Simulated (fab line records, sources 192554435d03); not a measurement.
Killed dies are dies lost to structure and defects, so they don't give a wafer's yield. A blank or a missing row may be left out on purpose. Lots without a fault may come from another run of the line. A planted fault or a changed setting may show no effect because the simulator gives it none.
fab line records | flow n5_finfet
record lots=24 wafers=72 last_day=19
route steps=1938 shown BEOL_M14@1760 BEOL_M15@1783
lots that met no fault: from a run of the same line without faults
start_h: hours from the record's first day to the start of the lot's first wafer shown | wait_h: hours since the lot's step before | " the same as in the row above | L1.1+2: a row that stands for several wafers | - no value, or no start given | * or withheld: withheld | < > ~ a bound
route shown NAME@n: a module of which the file shows steps, and the number in the route of the first | usual: mean/standard deviation of fault-free wafers | same: alike in all rows | chamber/n: place in a boat | sites: the reading at each site | _std_site: their standard deviation | _edge_site: outer sites' mean less inner sites' | radius_mm: how far each site lies from the wafer's centre | mask NAME#n: copy n | behind: the tool/chamber that last shaped the wafer | hold: why the lot was held/for how many hours/how that ended | device: the transistor (n, p or np) that didn't switch | end of line: the same wafers' tests at the end of the route | a step without rows: its recipe alone | killed: dies lost to structure and defects at the first sort, not the wafer's yield | map: a wafer's dies, x killed, . not, _ none there
set.NAME: the setting as run; set.NAME@STEP: as run at that earlier step | model.NAME: the simulator's own value behind a step, which no gauge read
steps of the route over a sample of lots; a table a step, a row a wafer
services: from which hour (start_h, from the record's first day; less than 0 if before it) a tool's chamber was out of use, for how many hours, and why
## steps
# step N5_BEOL_M14_DEGAS_41
# recipe ambient=vacuum temp_c=300 time_s=60
# usual heater_power_w=469/66
# columns lot.wafer tool chamber start_h wait_h heater_power_w
L075.2 pvd_sputter-02 - 277.69 0.3 458
L075.3 " - " " 451
L075.5 " - " " 473
L074.2 pvd_sputter-02 - 294.49 0.5 586
L074.3 " - " " 518
L074.6 " - " " 578
L076.1 pvd_sputter-01 - 295.57 0.6 481
L076.4 " - " " 492
L076.5 " - " " 484
L077.3 pvd_sputter-02 - 300.72 0.2 581
L077.5 " - " " 464
L077.6 " - " " 512
L078.1 pvd_sputter-01 - 304.68 0.5 494
L078.2 " - " " 494
L078.3 " - " " 471
L079.2 pvd_sputter-02 - 311.41 0.2 478
L079.4 " - " " 451
L079.6 " - " " 503
L082.4 pvd_sputter-01 - 314.05 0.1 498
L082.5 " - " " 501
L082.6 " - " " 494
L081.2 pvd_sputter-02 - 323.28 0.2 502
L081.3 " - " " 589
L081.5 " - " " 457
L080.1 pvd_sputter-02 - 327.84 0.4 468
L080.2 " - " " 521
L080.6 " - " " 461
L083.2 pvd_sputter-01 - 330.22 0.4 493
L083.3 " - " " 306
L083.5 " - " " 305
L084.1 pvd_sputter-03 - 332.86 0.9 411
L084.4 " - " " 412
L084.6 " - " " 431
L085.2 pvd_sputter-03 - 333.84 0.2 421
L085.3 " - " " 458
L085.6 " - " " 417
L086.2 pvd_sputter-03 - 343.98 0.2 419
L086.3 " - " " 410
L086.4 " - " " 528
L088.2 pvd_sputter-03 - 362.63 0.1 416
L088.5 " - " " 481
L088.6 " - " " 416
L087.1 pvd_sputter-02 - 366.68 0.0 451
L087.2 " - " " 478
L087.6 " - " " 464
L091.3 pvd_sputter-02 - 367.24 0.0 458
L091.4 " - " " 581
L091.6 " - " " 589
L089.2 pvd_sputter-01 - 382.86 0.5 484
L089.4 " - " " 484
L089.5 " - " " 493
L090.2 pvd_sputter-03 - 391.89 0.2 404
L090.3 " - " " 430
L090.4 " - " " 470
L093.1 pvd_sputter-01 - 400.64 0.3 315
L093.2 " - " " 475
L093.4 " - " " 488
L092.4 pvd_sputter-03 - 411.26 0.3 424
L092.5 " - " " 532
L092.6 " - " " 418
L094.1 pvd_sputter-01 - 427.84 0.2 488
L094.2 " - " " 497
L094.3 " - " " 318
L095.1 pvd_sputter-03 - 428.20 0.2 410
L095.4 " - " " 415
L095.5 " - " " 471
L096.3 pvd_sputter-01 - 430.94 0.5 483
L096.5 " - " " 489
L096.6 " - " " 476
L097.1 pvd_sputter-03 - 431.20 0.2 405
L097.5 " - " " 412
L097.6 " - " " 471
# step N5_BEOL_M14_SPUTTER_44
# recipe material=Ta target_thk_a=150 temp_c=50 bias_v=80 power_w=15000 chamber_pressure_pa=0.07 time_s=24.19
# usual throttle_valve_pct=30.7/1.1
# columns lot.wafer tool chamber start_h wait_h throttle_valve_pct
L075.2 pvd_sputter-02 - 277.85 0.0 31.6
L075.3 " - " " 32.4
L075.5 " - " " 31.4
L074.2 pvd_sputter-02 - 294.65 0.0 29.7
L074.3 " - " " 30.1
L074.6 " - " " 30.0
L076.1 pvd_sputter-01 - 295.73 0.0 30.8
L076.4 " - " " 30.6
L076.5 " - " " 32.1
L077.3 pvd_sputter-02 - 300.88 0.0 30.0
L077.5 " - " " 32.6
L077.6 " - " " 30.2
L078.1 pvd_sputter-01 - 304.84 0.0 30.7
L078.2 " - " " 30.7
L078.3 " - " " 32.3
L079.2 pvd_sputter-02 - 311.57 0.0 31.6
L079.4 " - " " 32.5
L079.6 " - " " 30.1
L082.4 pvd_sputter-01 - 314.21 0.0 31.0
L082.5 " - " " 30.5
L082.6 " - " " 31.0
L081.2 pvd_sputter-02 - 323.44 0.0 30.0
L081.3 " - " " 29.9
L081.5 " - " " 32.4
L080.1 pvd_sputter-02 - 328.00 0.0 31.5
L080.2 " - " " 30.3
L080.6 " - " " 31.6
L083.2 pvd_sputter-01 - 330.38 0.0 30.7
L083.3 " - " " 29.7
L083.5 " - " " 29.8
L084.1 pvd_sputter-03 - 333.02 0.0 28.8
L084.4 " - " " 30.7
L084.6 " - " " 28.6
L085.2 pvd_sputter-03 - 334.00 0.0 28.6
L085.3 " - " " 30.3
L085.6 " - " " 28.6
L086.2 pvd_sputter-03 - 344.14 0.0 28.9
L086.3 " - " " 30.8
L086.4 " - " " 31.5
L088.2 pvd_sputter-03 - 362.79 0.0 30.9
L088.5 " - " " 30.6
L088.6 " - " " 28.6
L087.1 pvd_sputter-02 - 366.84 0.0 32.5
L087.2 " - " " 31.4
L087.6 " - " " 32.4
L091.3 pvd_sputter-02 - 367.40 0.0 32.3
L091.4 " - " " 29.9
L091.6 " - " " 29.9
L089.2 pvd_sputter-01 - 383.02 0.0 30.7
L089.4 " - " " 32.0
L089.5 " - " " 30.8
L090.2 pvd_sputter-03 - 392.05 0.0 30.5
L090.3 " - " " 28.7
L090.4 " - " " 30.5
L093.1 pvd_sputter-01 - 400.80 0.0 29.6
L093.2 " - " " 32.4
L093.4 " - " " 31.0
L092.4 pvd_sputter-03 - 411.42 0.0 30.5
L092.5 " - " " 31.7
L092.6 " - " " 30.7
L094.1 pvd_sputter-01 - 428.00 0.0 31.0
L094.2 " - " " 30.7
L094.3 " - " " 29.5
L095.1 pvd_sputter-03 - 428.36 0.0 28.7
L095.4 " - " " 30.7
L095.5 " - " " 30.5
L096.3 pvd_sputter-01 - 431.10 0.0 30.9
L096.5 " - " " 30.8
L096.6 " - " " 32.2
L097.1 pvd_sputter-03 - 431.36 0.0 30.5
L097.5 " - " " 30.9
L097.6 " - " " 30.5
# step N5_BEOL_M14_CMP_49
# recipe stop_on=SiO2 t_overpolish_s=5.2 down_force_psi=2 platen_rpm=80 clearing_platen_down_force_psi=2 clearing_platen_rpm=80 post_cmp_clean=cu_alkaline target_thk_nm=560 clearing_platen_pad_velocity_m_s=1.5917 pad_velocity_m_s=1.5917
# usual barrier_field_endpoint_s=11.37/0.26 motor_current_A=7.7/0.71 overpolish_run_s=5.201/0.0087 time_to_endpoint_s=122/4.2
# same t_overpolish_s=5.2
# columns lot.wafer tool chamber start_h wait_h barrier_field_endpoint_s motor_current_A overpolish_run_s time_to_endpoint_s
L075.3 cmp-04 3 279.04 0.2 11.36 9.0 5.202 127
L075.2 " 0 " " 11.35 6.5 5.208 128
L075.5 " 3 " " 11.20 8.5 5.222 126
L074.3 cmp-01 0 295.43 0.2 11.32 7.2 5.203 117
L074.2 " 1 " " 11.40 8.0 5.196 121
L074.6 " 2 " " 11.06 7.4 5.186 116
L076.1 cmp-01 0 296.42 0.3 11.01 7.2 5.208 122
L076.4 " 2 " " 11.15 7.3 5.205 125
L076.5 " 0 " " 11.17 7.2 5.202 121
L077.3 cmp-04 1 301.68 0.3 11.30 8.3 5.193 123
L077.6 " 2 " " 11.35 7.3 5.208 119
L077.5 " 3 " " 11.68 8.5 5.204 127
L078.3 cmp-04 1 305.56 0.2 11.28 8.1 5.185 124
L078.2 " 2 " " 11.32 7.9 5.202 124
L078.1 " 3 " " 11.57 9.1 5.185 128
L079.4 cmp-02 2 312.38 0.2 11.13 7.9 5.194 117
L079.2 " 0 " " 11.33 8.7 5.199 119
L079.6 " 1 " " 11.30 7.1 5.198 120
L082.4 cmp-04 3 314.93 0.2 11.85 8.9 5.204 130
L082.5 " 2 " " 11.73 7.3 5.209 122
L082.6 " 3 " " 11.76 8.7 5.191 128
L081.2 cmp-02 1 324.55 0.2 11.08 7.0 5.197 121
L081.3 " 0 " " 11.41 8.8 5.192 127
L081.5 " 2 " " 11.17 7.4 5.205 118
L080.1 cmp-01 2 329.13 0.3 11.09 7.5 5.216 116
L080.2 " 0 " " 10.69 7.0 5.196 117
L080.6 " 3 " " 11.63 6.9 5.202 126
L083.2 cmp-02 3 331.20 0.3 11.23 7.9 5.196 119
L083.3 " 0 " " 11.35 9.3 5.210 119
L083.5 " 2 " " 11.00 7.7 5.197 113
L084.1 cmp-01 0 333.89 0.3 11.40 6.8 5.204 121
L084.4 " 1 " " 11.44 8.0 5.191 124
L084.6 " 0 " " 11.33 6.9 5.210 123
L085.3 cmp-04 0 334.89 0.2 11.52 6.7 5.208 123
L085.2 " 3 " " 11.32 8.6 5.196 125
L085.6 " 0 " " 11.24 7.1 5.204 123
L086.4 cmp-02 2 344.83 0.1 11.28 7.6 5.201 118
L086.2 " 0 " " 11.27 8.2 5.195 125
L086.3 " 1 " " 11.62 6.9 5.203 124
L088.2 cmp-01 2 363.72 0.3 11.50 7.1 5.195 120
L088.5 " 3 " " 11.68 7.2 5.216 127
L088.6 " 0 " " 11.37 6.9 5.194 124
L087.2 cmp-01 0 368.45 0.2 11.52 6.8 5.203 119
L087.1 " 2 " " 11.43 7.2 5.213 120
L087.6 " 1 " " 11.56 7.8 5.204 125
L091.3 cmp-02 3 368.74 0.2 11.32 8.0 5.195 122
L091.4 " 0 " " 11.50 8.7 5.196 127
L091.6 " 0 " " 11.81 8.5 5.186 129
L089.2 cmp-04 0 383.74 0.2 11.73 6.8 5.217 125
L089.4 " 1 " " 11.49 8.1 5.214 125
L089.5 " 3 " " 11.72 9.0 5.190 125
L090.2 cmp-04 0 392.79 0.3 11.74 6.9 5.197 123
L090.3 " 1 " " 11.82 8.1 5.199 124
L090.4 " 2 " " 11.70 7.9 5.200 123
L093.4 cmp-01 0 401.48 0.1 11.00 7.2 5.185 115
L093.1 " 1 " " 11.18 8.2 5.203 121
L093.2 " 3 " " 11.31 6.9 5.194 127
L092.4 cmp-02 2 412.46 0.2 10.98 7.9 5.205 112
L092.6 " 1 " " 11.52 7.0 5.201 119
L092.5 " 2 " " 11.34 7.2 5.211 118
L094.1 cmp-02 2 428.82 0.3 10.83 7.8 5.194 114
L094.3 " 3 " " 11.28 7.9 5.192 119
L094.2 " 0 " " 11.01 9.1 5.200 119
L095.1 cmp-02 0 429.54 0.3 11.28 8.9 5.186 120
L095.4 " 3 " " 11.45 8.1 5.205 119
L095.5 " 1 " " 11.41 7.4 5.211 121
L096.3 cmp-02 0 431.90 0.3 11.35 8.2 5.192 126
L096.5 " 1 " " 11.17 7.2 5.217 123
L096.6 " 2 " " 11.08 7.6 5.213 116
L097.1 cmp-04 1 432.15 0.4 10.91 8.3 5.199 114
L097.5 " 2 " " 11.00 7.6 5.207 115
L097.6 " 3 " " 11.24 8.4 5.197 119
# step N5_BEOL_M15_CD_MEAS_10
# recipe target_cd_nm=360 landing_energy_ev=500 detector=se_inlens polarity=opening
# usual cd_nm=360.8/1.6
# columns lot.wafer tool chamber start_h wait_h cd_nm
L075.2 cd_sem-03 0 280.17 - 359.3
L075.3 " 0 " " 357.1
L075.5 " 0 " " 359.6
L074.2 cd_sem-01 0 296.40 - 359.8
L074.3 " 0 " " 358.3
L074.6 " 0 " " 361.4
L076.1 cd_sem-03 0 297.45 - 361.0
L076.4 " 0 " " 363.1
L076.5 " 0 " " 363.2
L077.3 cd_sem-01 0 302.73 - 361.0
L077.5 " 0 " " 361.3
L077.6 " 0 " " 359.2
L078.1 cd_sem-01 0 306.69 - 363.4
L078.2 " 0 " " 361.3
L078.3 " 0 " " 362.9
L079.2 cd_sem-02 0 313.51 - 362.2
L079.4 " 0 " " 360.7
L079.6 " 0 " " 360.5
L082.4 cd_sem-02 0 316.17 - 360.2
L082.5 " 0 " " 357.6
L082.6 " 0 " " 360.9
L081.2 cd_sem-02 0 325.59 - 361.5
L081.3 " 0 " " 358.9
L081.5 " 0 " " 360.5
L080.1 cd_sem-02 0 330.29 - 359.7
L080.2 " 0 " " 358.7
L080.6 " 0 " " 361.4
L083.2 cd_sem-01 0 332.29 - 359.5
L083.3 " 0 " " 364.0
L083.5 " 0 " " 360.6
L084.1 cd_sem-03 0 335.01 - 362.6
L084.4 " 0 " " 363.5
L084.6 " 0 " " 361.3
L085.2 cd_sem-03 0 336.06 - 360.3
L085.3 " 0 " " 362.4
L085.6 " 0 " " 362.9
L086.2 cd_sem-03 0 345.87 - 362.3
L086.3 " 0 " " 361.9
L086.4 " 0 " " 362.8
L088.2 cd_sem-03 0 364.77 - 360.2
L088.5 " 0 " " 361.5
L088.6 " 0 " " 361.3
L087.1 cd_sem-01 0 369.49 - 361.7
L087.2 " 0 " " 359.1
L087.6 " 0 " " 359.2
L091.3 cd_sem-01 0 369.80 - 361.2
L091.4 " 0 " " 360.2
L091.6 " 0 " " 363.2
L089.2 cd_sem-03 0 384.74 - 358.7
L089.4 " 0 " " 363.1
L089.5 " 0 " " 361.8
L090.2 cd_sem-03 0 393.92 - 359.8
L090.3 " 0 " " 361.5
L090.4 " 0 " " 362.8
L093.1 cd_sem-01 0 402.52 - 359.8
L093.2 " 0 " " 359.3
L093.4 " 0 " " 360.8
L092.4 cd_sem-03 0 413.47 - 362.0
L092.5 " 0 " " 358.5
L092.6 " 0 " " 358.8
L094.1 cd_sem-02 0 429.95 - 361.2
L094.2 " 0 " " 361.4
L094.3 " 0 " " 363.0
L095.1 cd_sem-01 0 430.70 - 361.0
L095.4 " 0 " " 361.4
L095.5 " 0 " " 358.7
L096.3 cd_sem-01 0 433.07 - 358.7
L096.5 " 0 " " 360.6
L096.6 " 0 " " 364.2
L097.1 cd_sem-01 0 433.22 - 361.9
L097.5 " 0 " " 359.6
L097.6 " 0 " " 359.6
# step N5_BEOL_M15_DESCUM_15
# recipe chemistry=O2 time_s=7.9 source_power_w=50 bias_power_w=20 pressure_mtorr=20 rf_frequency_hz=2.712e+07 temp_c=40 o2_flow_sccm=225
# usual drypump_motor_current_A=5.6/0.3 o2_flow_sccm=225.1/0.62 oes_product_au=0.76/0.095 rf_fwd_power_W=49.34/0.23 rf_vpp_V=243.4/1.3 showerhead_plenum_p_Torr=2.11/0.065 throttle_valve_pct=20.69/0.2
# columns lot.wafer tool chamber start_h wait_h drypump_motor_current_A o2_flow_sccm oes_product_au rf_fwd_power_W rf_hours_counter_h rf_vpp_V showerhead_plenum_p_Torr throttle_valve_pct
L075.2 rie_diel-03 0 280.47 0.2 5.5 225.6 0.73 49.17 202 242.3 2.09 20.64
L075.3 " 1 " " 5.9 224.9 0.89 48.93 24 246.6 2.22 20.50
L075.5 " 2 " " 5.4 224.8 0.74 49.03 - 243.0 2.09 20.82
L074.2 rie_diel-02 2 296.69 0.2 5.6 225.3 0.69 49.69 224 242.9 2.04 20.64
L074.3 " 1 " " 5.6 225.4 0.71 49.66 215 243.9 2.16 20.75
L074.6 " 2 " " 5.6 225.4 0.69 49.69 - 243.2 2.04 20.65
L076.1 rie_diel-03 1 297.54 0.0 5.9 225.3 0.88 49.04 30 244.8 2.22 20.51
L076.4 " 0 " " 5.4 225.2 0.72 49.59 207 243.1 2.09 20.65
L076.5 " 0 " " 5.4 224.3 0.72 49.42 - 242.6 2.09 20.64
L077.3 rie_diel-02 2 302.82 0.0 5.6 224.6 0.68 49.57 227 243.8 2.04 20.65
L077.5 " 2 " " 5.6 224.4 0.69 49.62 - 243.0 2.04 20.64
L077.6 " 3 " " 5.1 225.7 0.89 49.24 - 244.2 2.24 20.66
L078.1 rie_diel-02 1 306.78 0.0 5.6 223.6 0.71 49.33 218 244.7 2.16 20.75
L078.2 " 2 " " 5.6 226.1 0.68 49.67 228 242.9 2.04 20.66
L078.3 " 3 " " 5.0 225.2 0.88 49.33 52 244.8 2.24 20.67
L079.2 rie_diel-03 3 313.70 0.1 5.4 225.5 0.71 49.38 233 242.1 2.08 20.99
L079.4 " 1 " " 5.9 224.7 0.88 49.19 34 244.5 2.21 20.54
L079.6 " 2 " " 5.3 224.7 0.73 48.94 - 242.7 2.08 20.84
L082.4 rie_diel-03 1 316.37 0.1 5.9 224.4 0.88 49.40 35 245.7 2.21 20.53
L082.5 " 2 " " 5.4 225.9 0.73 49.07 - 242.7 2.08 20.84
L082.6 " 3 " " 5.5 224.7 0.71 49.45 - 244.4 2.08 20.99
L081.2 rie_diel-01 0 325.68 0.0 5.8 225.3 0.68 49.49 233 243.7 2.08 20.86
L081.3 " 2 " " 5.5 224.8 0.69 49.46 211 244.4 2.15 20.80
L081.5 " 2 " " 5.5 225.8 0.70 49.52 - 243.5 2.15 20.80
L080.1 rie_diel-01 1 330.63 0.3 6.1 225.3 0.70 49.40 230 241.4 2.06 20.75
L080.2 " 2 " " 5.5 225.1 0.69 49.35 214 244.9 2.15 20.81
L080.6 " 2 " " 5.5 225.6 0.69 49.28 - 243.9 2.15 20.81
L083.2 rie_diel-01 1 332.55 0.2 6.1 224.5 0.71 49.63 231 241.7 2.06 20.77
L083.3 " 2 " " 5.5 225.3 0.69 49.42 215 244.1 2.15 20.82
L083.5 " 0 " " 5.7 225.2 0.67 49.20 - 242.6 2.08 20.86
L084.1 rie_diel-01 2 337.34 2.3 5.5 224.5 0.70 49.34 216 243.6 2.15 20.82
L084.4 " 0 " " 5.7 225.2 0.68 49.50 - 242.8 2.08 20.88
L084.6 " 2 " " 5.5 225.3 0.70 49.28 - 245.1 2.15 20.81
L085.2 rie_diel-02 3 338.13 2.0 5.0 225.2 0.89 49.23 63 245.2 2.23 20.69
L085.3 " 1 " " 5.6 224.1 0.71 49.34 230 244.5 2.16 20.77
L085.6 " 3 " " 5.0 225.6 0.88 49.40 - 245.9 2.23 20.67
L086.2 rie_diel-01 1 346.22 0.3 6.0 224.5 0.70 49.21 236 243.0 2.06 20.76
L086.3 " 1 " " 6.1 224.8 0.71 49.26 - 242.4 2.06 20.74
L086.4 " 2 " " 5.5 225.5 0.69 49.36 - 244.2 2.14 20.82
L088.2 rie_diel-01 1 364.86 0.0 6.0 225.3 0.70 49.28 244 242.2 2.06 20.77
L088.5 " 0 " " 5.7 224.3 0.68 49.44 - 243.9 2.08 20.88
L088.6 " 1 " " 6.0 225.0 0.70 49.23 - 242.8 2.06 20.77
L087.1 rie_diel-03 1 370.09 0.5 5.9 226.0 0.85 49.12 47 246.2 2.21 20.53
L087.2 " 0 " " 5.4 225.0 0.71 49.59 224 243.2 2.08 20.68
L087.6 " 1 " " 5.9 225.6 0.85 49.16 - 244.9 2.21 20.55
L091.3 rie_diel-01 0 370.11 0.1 5.7 225.0 0.68 49.39 243 242.2 2.08 20.87
L091.4 " 1 " " 6.1 224.9 0.70 49.27 - 243.5 2.06 20.77
L091.6 " 0 " " 5.8 225.9 0.67 49.48 - 243.4 2.08 20.87
L089.2 rie_diel-03 2 385.24 0.4 5.4 225.0 0.71 49.11 197 244.2 2.08 20.86
L089.4 " 3 " " 5.5 225.0 0.71 49.23 249 243.0 2.08 21.04
L089.5 " 3 " " 5.5 224.9 0.71 49.47 - 242.1 2.08 21.03
L090.2 rie_diel-03 0 394.01 0.0 5.4 225.0 0.71 49.43 231 243.7 2.08 20.69
L090.3 " 1 " " 5.9 225.3 0.84 49.09 54 245.0 2.21 20.54
L090.4 " 0 " " 5.4 224.9 0.71 49.39 - 241.5 2.08 20.67
L093.1 rie_diel-01 2 402.61 0.0 5.5 224.2 0.67 49.46 244 244.6 2.14 20.86
L093.2 " 3 " " 6.4 224.7 0.70 49.72 229 241.9 1.97 20.51
L093.4 " 1 " " 6.0 225.4 0.99 49.64 - 240.3 2.06 20.47
L092.4 rie_diel-02 3 413.57 0.0 5.0 225.5 0.85 48.91 - 244.4 2.22 20.71
L092.5 " 3 " " 5.0 225.1 0.84 49.03 - 245.7 2.22 20.71
L092.6 " 2 " " 5.7 223.6 0.96 49.53 - 245.1 2.03 20.26
L094.1 rie_diel-02 0 430.03 0.0 5.8 224.8 0.78 49.45 128 243.1 2.03 20.18
L094.2 " 3 " " 5.0 224.9 0.83 48.97 95 244.2 2.22 20.73
L094.3 " 2 " " 5.7 225.0 0.93 49.42 14 243.1 2.03 20.27
L095.1 rie_diel-03 0 431.25 0.5 5.4 225.6 0.70 49.35 244 242.8 2.08 20.72
L095.4 " 3 " " 5.5 225.0 0.98 49.69 3 243.6 2.08 20.59
L095.5 " 3 " " 5.5 225.5 0.99 49.53 - 243.1 2.08 20.59
L096.3 rie_diel-03 0 433.23 0.1 5.4 224.5 0.69 49.33 245 243.3 2.08 20.70
L096.5 " 3 " " 5.5 224.2 0.98 49.47 - 243.6 2.08 20.59
L096.6 " 2 " " 5.4 225.4 0.71 48.85 - 242.0 2.07 20.88
L097.1 rie_diel-01 3 433.31 0.0 6.4 224.4 0.69 49.51 243 241.7 1.96 20.52
L097.5 " 0 " " 5.8 226.0 0.94 49.43 - 243.8 2.07 20.52
L097.6 " 1 " " 6.1 225.7 0.94 49.56 - 243.1 2.05 20.48
# step N5_BEOL_M15_ETCH_59
# recipe chemistry=N2/H2 target=BARC target_depth_a=890 overetch_a=267 time_s=67.9 ion_energy_ev=200 pressure_mtorr=30 source_w=840 bias_w=150 n2_flow_sccm=200 h2_flow_sccm=200
# usual drypump_motor_current_A=5.6/0.31 oes_product_au=0.65/0.076 rf_fwd_power_W=833/3.5 rf_vpp_V=524.2/2.3 showerhead_plenum_p_Torr=2.56/0.078 throttle_valve_pct=18.14/0.19
# columns lot.wafer tool chamber start_h wait_h drypump_motor_current_A oes_product_au rf_fwd_power_W rf_hours_counter_h rf_vpp_V showerhead_plenum_p_Torr throttle_valve_pct
L075.2 rie_diel-03 0 280.51 0.0 5.4 0.62 832 202 524.0 2.53 18.18
L075.3 " 1 " " 6.0 0.75 828 24 528.7 2.70 18.03
L075.5 " 2 " " 5.3 0.62 827 - 523.3 2.52 18.09
L074.2 rie_diel-02 2 296.73 0.0 5.7 0.59 836 224 523.5 2.51 18.23
L074.3 " 1 " " 5.6 0.60 833 215 525.6 2.63 18.22
L074.6 " 2 " " 5.7 0.59 833 - 521.6 2.51 18.24
L076.1 rie_diel-03 1 297.58 0.0 5.9 0.75 832 30 528.9 2.70 18.03
L076.4 " 0 " " 5.4 0.61 834 207 522.7 2.53 18.19
L076.5 " 0 " " 5.4 0.61 831 - 523.8 2.53 18.20
L077.3 rie_diel-02 2 302.85 0.0 5.6 0.60 835 227 523.5 2.51 18.26
L077.5 " 2 " " 5.6 0.60 831 - 522.4 2.51 18.24
L077.6 " 3 " " 5.0 0.76 829 - 526.9 2.69 17.91
L078.1 rie_diel-02 1 306.81 0.0 5.6 0.61 838 218 526.2 2.63 18.23
L078.2 " 2 " " 5.7 0.59 840 228 523.1 2.51 18.23
L078.3 " 3 " " 5.0 0.76 833 52 528.0 2.69 17.91
L079.2 rie_diel-03 3 313.74 0.0 5.5 0.61 835 233 524.1 2.50 18.33
L079.4 " 1 " " 5.9 0.74 835 34 529.7 2.70 18.03
L079.6 " 2 " " 5.3 0.62 828 - 522.5 2.51 18.11
L082.4 rie_diel-03 1 316.40 0.0 5.9 0.73 833 35 528.4 2.70 18.03
L082.5 " 2 " " 5.3 0.62 829 - 522.3 2.51 18.12
L082.6 " 3 " " 5.5 0.61 833 - 523.3 2.50 18.35
L081.2 rie_diel-01 0 325.72 0.0 5.8 0.59 841 233 522.9 2.52 18.28
L081.3 " 2 " " 5.5 0.60 834 211 524.9 2.63 18.30
L081.5 " 2 " " 5.5 0.60 832 - 525.9 2.63 18.32
L080.1 rie_diel-01 1 330.66 0.0 6.1 0.61 835 230 521.8 2.51 18.32
L080.2 " 2 " " 5.5 0.61 834 214 526.3 2.63 18.31
L080.6 " 2 " " 5.5 0.60 834 - 525.7 2.63 18.32
L083.2 rie_diel-01 1 332.58 0.0 6.1 0.61 834 231 523.2 2.51 18.33
L083.3 " 2 " " 5.5 0.60 841 215 526.4 2.63 18.31
L083.5 " 0 " " 5.7 0.59 838 - 522.5 2.52 18.27
L084.1 rie_diel-01 2 337.39 0.0 5.5 0.60 834 216 527.1 2.63 18.33
L084.4 " 0 " " 5.7 0.59 830 - 522.2 2.52 18.29
L084.6 " 2 " " 5.5 0.60 830 - 525.7 2.63 18.31
L085.2 rie_diel-02 3 338.16 0.0 5.0 0.74 836 63 527.3 2.68 17.94
L085.3 " 1 " " 5.6 0.60 836 230 525.5 2.62 18.24
L085.6 " 3 " " 5.0 0.74 830 - 527.8 2.68 17.94
L086.2 rie_diel-01 1 346.27 0.0 6.1 0.60 832 236 523.8 2.51 18.33
L086.3 " 1 " " 6.1 0.60 830 - 523.3 2.51 18.33
L086.4 " 2 " " 5.5 0.60 836 - 524.5 2.62 18.34
L088.2 rie_diel-01 1 364.89 0.0 6.1 0.60 839 244 523.4 2.51 18.35
L088.5 " 0 " " 5.7 0.58 834 - 522.1 2.52 18.29
L088.6 " 1 " " 6.1 0.60 835 - 523.1 2.51 18.35
L087.1 rie_diel-03 1 370.12 0.0 6.0 0.72 831 47 527.2 2.69 18.06
L087.2 " 0 " " 5.4 0.61 831 224 522.8 2.52 18.23
L087.6 " 1 " " 5.9 0.72 833 - 527.9 2.69 18.05
L091.3 rie_diel-01 0 370.14 0.0 5.7 0.58 831 243 523.2 2.52 18.29
L091.4 " 1 " " 6.1 0.60 832 - 522.7 2.51 18.34
L091.6 " 0 " " 5.7 0.59 830 - 522.5 2.52 18.29
L089.2 rie_diel-03 2 385.28 0.0 5.4 0.61 827 197 523.9 2.51 18.14
L089.4 " 3 " " 5.5 0.60 835 249 523.8 2.49 18.34
L089.5 " 3 " " 5.5 0.60 835 - 521.3 2.49 18.36
L090.2 rie_diel-03 0 394.04 0.0 5.4 0.60 836 231 521.8 2.52 18.24
L090.3 " 1 " " 6.0 0.71 833 54 527.9 2.69 18.06
L090.4 " 0 " " 5.4 0.60 838 - 524.1 2.52 18.24
L093.1 rie_diel-01 2 402.64 0.0 5.5 0.59 834 244 525.2 2.61 18.38
L093.2 " 3 " " 6.4 0.60 839 230 519.0 2.41 18.16
L093.4 " 1 " " 6.1 0.84 832 - 522.0 2.50 17.98
L092.4 rie_diel-02 3 413.63 0.0 5.0 0.72 831 - 527.4 2.67 17.97
L092.5 " 3 " " 5.0 0.71 828 - 528.6 2.67 17.97
L092.6 " 2 " " 5.6 0.80 835 - 523.7 2.50 17.84
L094.1 rie_diel-02 0 430.07 0.0 5.8 0.66 837 128 520.4 2.46 17.65
L094.2 " 3 " " 5.0 0.71 827 95 527.5 2.67 17.98
L094.3 " 2 " " 5.6 0.78 835 14 523.2 2.49 17.83
L095.1 rie_diel-03 0 431.29 0.0 5.4 0.60 833 244 524.1 2.52 18.25
L095.4 " 3 " " 5.5 0.82 836 3 522.4 2.49 17.89
L095.5 " 3 " " 5.5 0.82 837 - 523.6 2.49 17.88
L096.3 rie_diel-03 0 433.27 0.0 5.4 0.59 835 245 524.1 2.52 18.25
L096.5 " 3 " " 5.5 0.82 834 - 522.3 2.49 17.88
L096.6 " 2 " " 5.3 0.60 828 - 522.7 2.50 18.16
L097.1 rie_diel-01 3 433.35 0.0 6.4 0.59 836 243 520.4 2.41 18.19
L097.5 " 0 " " 5.7 0.80 835 - 522.7 2.51 17.87
L097.6 " 1 " " 6.0 0.80 829 - 522.7 2.50 18.02
## services
# columns tool chamber start_h hours kind
pvd_sputter-03 - 256.81 10.5 repair
rie_diel-03 0 260.05 1.3 repair
cmp-01 - 271.38 4.5 repair
cmp-01 - 311.58 2.0 repair
cmp-04 - 313.29 1.4 repair
cmp-01 - 317.92 4.0 pm
cmp-01 - 325.08 1.0 repair
rie_diel-03 - 329.81 14.6 pm
rie_diel-01 - 333.19 2.8 pm
cmp-02 - 339.95 0.9 repair
cmp-04 - 368.88 4.0 pm
cmp-02 - 368.98 4.0 pm
rie_diel-01 1 381.97 - clean
rie_diel-01 1 381.97 - consumable_replace:focus_ring
rie_diel-01 1 381.97 14.6 scheduled_down
rie_diel-01 1 381.97 14.6 vent_cycle
rie_diel-03 3 389.85 - clean
rie_diel-03 3 389.85 - consumable_replace:focus_ring
pvd_sputter-02 - 394.73 1.5 repair
cmp-01 - 397.26 1.1 repair
cmp-02 - 397.58 0.9 repair
rie_diel-02 2 402.51 9.0 repair
cmp-02 - 409.81 0.5 repair
rie_diel-02 0 411.74 1.9 repair
## key
fault none
